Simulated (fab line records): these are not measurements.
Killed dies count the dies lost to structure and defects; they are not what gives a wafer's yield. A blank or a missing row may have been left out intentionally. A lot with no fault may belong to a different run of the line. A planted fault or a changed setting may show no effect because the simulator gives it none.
A struck lot beside a sound one | flow n5Finfet | 38 steps out of a route of 1938
Sound: these wafers, L755.1, L755.3, L755.4. Wafers struck: L757.1, L757.3, L757.4. At the end, the cause is stated.
For every step that has rows: the tool of each side, followed by ch and its chambers, followed by its first start. Under that, the readings that differ: sound wafers | struck wafers | difference of the means | sigmas: that difference in standard deviations of wafers without a fault.
alike: readings with means less than 2 such deviations apart, plus words and numbers identical on both sides. not compared: withheld readings, readings lacking a value on some wafer, bounds such as >300 that could conceal the same value, and numbers that have no deviation in the record and whose values overlap.
Wherever a step has rows on one side only, a row that says differs or no value, or a row with sigmas, the two part there. Non-overlapping numbers with no deviation appear without sigmas and do not part them. Lack of a reading on every wafer of one side parts them only where that side has two or more wafers.

first, 9 steps without rows for these wafers: N5_BEOL_M4_ANNEAL_95 (time 240 s); N5_BEOL_M4_SPUTTER_96 (material Cu, target thk 4.5 nm, time 8.29 s); N5_BEOL_M4_ECD_50 (material Cu, target thk 300 nm); N5_BEOL_M4_ANNEAL_51 (time 90 s); N5_BEOL_M4_CMP_52 (polishes, stops on SiOC, t overpolish 6.8 s, target thk 40 nm); N5_BEOL_M4_PRE_CLEAN_60 (time 15 s); N5_BEOL_M4_CO_CAP_55 (material Co, precursor CCTBA/H2, target thk 2 nm, time 102.1 s); N5_BEOL_M4_PRE_CLEAN_56 (time 15 s); N5_BEOL_M4_DEP_57 (deposits SiCN from 3MS/NH3, target thk 8 nm, time 14 s).
N5_BEOL_M4_RC_MEAS_101:
  sound on prober-02 ch 0, day 10 04:49; struck on prober-02 ch 0, day 11 07:45
  alike: DIBL_N, DIBL_P, IOFF_N, IOFF_P, ION_N, ION_P, SS_N, SS_P, VT_N, VT_P
then, 24 steps without rows for these wafers: N5_BEOL_M5_ILD_DEP_00 (deposits SiCOH lowk from DEMS/porogen, target thk 140.64 nm, time 25.9 s); N5_BEOL_M5_CURE_79 (cures SiCOH lowk, time 240 s); N5_BEOL_M5_PECVD_70 (deposits SiO2 from TEOS/O2, target thk 16 nm, time 18 s); N5_BEOL_M5_HM_DEP_02 (deposits TiN, target thk 20 nm); N5_BEOL_M5_COAT_59 (time 60 s, resist thk 60 nm); N5_BEOL_M5_COAT_60 (time 60 s, resist thk 12 nm); N5_BEOL_M5_COAT_71 (time 60 s, resist thk 5 nm); N5_BEOL_M5_COAT_05 (resist thk 30 nm); N5_BEOL_M5_EBR_07; N5_BEOL_M5_SOFTBAKE_06 (time 60 s); N5_BEOL_M5_EXPOSE_08 (exposes mask M5, target cd 28 nm); N5_BEOL_M5_PEB_09 (peb time 60 s); N5_BEOL_M5_DEVELOP_10 (develop time 30 s); N5_BEOL_M5_DESCUM_16 (chemistry O2, time 7 s); N5_BEOL_M5_ETCH_72 (etches underlayer in N2/H2, target depth 6.5 nm, time 5.2 s); N5_BEOL_M5_ETCH_61 (etches SiARC in CF4, target depth 15.6 nm, time 26 s); N5_BEOL_M5_ETCH_62 (etches SOC in N2/H2, target depth 75 nm, overetch 15 nm, time 112.5 s); N5_BEOL_M5_STRIP_63 (strips in N2/H2); N5_BEOL_M5_STRIP_73 (strips in N2/H2); N5_BEOL_M5_STRIP_64 (strips in CF4); N5_BEOL_M5_HM_OPEN_17 (chemistry Cl2/BCl3, target TiN, target depth 20 nm, overetch 6 nm); N5_BEOL_M5_STRIP_19 (strips in O2); N5_BEOL_M5_COAT_65 (time 60 s, resist thk 60 nm); N5_BEOL_M5_COAT_66 (time 60 s, resist thk 12 nm).
-- here the record skips 3 days between the struck wafers' starts before and after, leaving off in module BEOL_M5 and picking up in module BEOL_M10 (first step shown: number 1506 of the route) --
N5_BEOL_M10_ETCH_65: etches SiARC in CF4, target depth 39 nm, time 65 s.
  sound on rieDiel-03 ch 1,2,3, day 12 20:25; struck on rieDiel-03 ch 1,2,3, day 14 02:25
  no value came back on the struck wafers for any of 9 readings (biasW (W), cf4FlowSccm (sccm) and others); on the sound wafers biasW (W) reads 35.95 36.28 36.00
reading                                      | sound          | struck         | difference | sigmas
model.CAR-ArF_of_BEOL_M10_COAT_22.thkNm (nm) | 55.6 55.8 55.6 | 83.2 83.6 83.2 | +27.7      | 
N5_BEOL_M10_ETCH_66: etches SOC in N2/H2, target depth 120 nm, overetch 24 nm, time 180 s.
  sound on rieDiel-03 ch 1,2,3, day 12 20:28; struck on rieDiel-03 ch 1,2,3, day 14 02:28
reading             | sound          | struck         | difference | sigmas
oesProductAu (a.u.) | 0.59 0.68 0.66 | 0.27 0.31 0.30 | -0.35      | -5
  alike: biasW, chamberPressureMTorr, drypumpMotorCurrentA, n2FlowSccm, rfVppV, showerheadPlenumPTorr, throttleValvePct
  not compared: rfHoursCounterH
N5_BEOL_M10_VIA_ETCH_34: etches SiCOH lowk in C4F6/O2, target depth 184.5 nm, time 69.2 s.
  sound on rieDiel-03 ch 1,2,3, day 12 20:35; struck on rieDiel-03 ch 1,2,3, day 14 02:35
reading             | sound          | struck         | difference | sigmas
oesProductAu (a.u.) | 0.73 0.84 0.82 | 0.27 0.31 0.30 | -0.50      | -6
  alike: C4F6_flow_sccm, O2_flow_sccm, drypumpMotorCurrentA, oes_ar_750_au, rfVppV, showerheadPlenumPTorr, throttleValvePct
  not compared: rfHoursCounterH
-- the record jumps here: 2 days lie between the struck wafers' starts before and after (it left off in module BEOL_M10 and takes up again in module PASSIVATION, whose first step shown is number 1936 of the route) --
N5_PASSIVATION_PROBE_49:
  sound on prober-01, day 15 05:31; struck on prober-01, day 16 03:46
reading                 | sound          | struck         | difference | sigmas
defectLimitedYield (%)  | 91.3 90.4 90.8 | 0 0 0          | -91        | -70
killed_at_M4_up         | 3 13 18        | 1098 1077 1094 | +1078      | +99 or more
killedDies              | 103 113 108    | 1180 1180 1180 | +1072      | +67
killedOnRim             | 21 9 18        | 152 152 152    | +136       | +34
sort_bin_5_function (%) | 5.8 5.6 5.3    | 96.4 95.4 96.2 | +90.4      | +99 or more
sortNPass               | 1077 1067 1072 | 0 0 0          | -1072      | -67
sortYieldPct (%)        | 91.3 90.4 90.8 | 0 0 0          | -91        | -70
  alike: killed_at_M0_to_M3, killedAtContacts, killedAtFrontEnd, killedAtOther, killedOpen, killedShort, sort_bin_6_memory

WHERE THEY PART
Earliest at N5_BEOL_M10_ETCH_65; latest, in this record, at N5_PASSIVATION_PROBE_49.

WHY: the cause the simulator had injected
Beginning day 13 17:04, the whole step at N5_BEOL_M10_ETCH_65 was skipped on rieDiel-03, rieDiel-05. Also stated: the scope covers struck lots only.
